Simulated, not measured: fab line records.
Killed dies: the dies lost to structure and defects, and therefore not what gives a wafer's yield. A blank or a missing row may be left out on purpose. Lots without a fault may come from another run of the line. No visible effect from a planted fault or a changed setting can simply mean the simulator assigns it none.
Chamber matching + flow n5Finfet + N5_BEOL_M13_DESCUM_15 on rieDiel-05 has 4 sister chambers
The step chemistry O2, time 7.9 s. 8 wafers are shown with their chamber, then 7 later ones without.

WAFERS, EACH WITH ITS CHAMBER
| wafer  | chamber | drypumpMotorCurrentA (A) | showerheadPlenumPTorr (Torr) |
|--------|---------|--------------------------|------------------------------|
| L901.2 | 2       | 6.0                      | 2.15                         |
| L905.3 | 2       | 6.0                      | 2.15                         |
| L908.4 | 3       | 5.6                      | 2.03                         |
| L916.1 | 1       | 5.2                      | 2.03                         |
| L916.2 | 3       | 5.6                      | 2.03                         |
| L916.4 | 0       | 6.1                      | 2.07                         |
| L917.1 | 0       | 6.2                      | 2.06                         |
| L917.2 | 1       | 5.2                      | 2.03                         |

WAFERS WITH NO CHAMBER GIVEN
| wafer  | drypumpMotorCurrentA (A) | showerheadPlenumPTorr (Torr) |
|--------|--------------------------|------------------------------|
| L917.3 | 6.1                      | 2.06                         |
| L920.3 | 6.0                      | 2.14                         |
| L920.4 | 5.6                      | 2.03                         |
| L920.6 | 5.2                      | 2.02                         |
| L923.1 | 5.2                      | 2.02                         |
| L923.2 | 5.5                      | 2.03                         |
| L923.5 | 6.0                      | 2.14                         |

WHICH CHAMBER EACH ONE RAN IN
| wafer  | from the rows above | in truth |
|--------|---------------------|----------|
| L917.3 | 0                   | 0        |
| L920.3 | 2                   | 2        |
| L920.4 | 3                   | 3        |
| L920.6 | 1                   | 1        |
| L923.1 | 1                   | 1        |
| L923.2 | 3                   | 3        |
| L923.5 | 2                   | 2        |
Correctly placed: 7 of 7. Left unplaced by these rows: 0. 0 placed wrongly.
How it was worked out, from the rows above alone: a wafer's distance from a chamber is the root of the sum, over the readings, of the square of ((its reading less the chamber's mean) divided by the reading's scatter). If the next closest chamber is less than 2 further off than the closest, the wafer can't be placed; otherwise it belongs to the closest. The mean given for a chamber averages the wafers shown for that chamber. The scatter: the root of (the sum of the squares of (reading less its chamber's mean) over the shown wafers, divided by (wafers less chambers)).
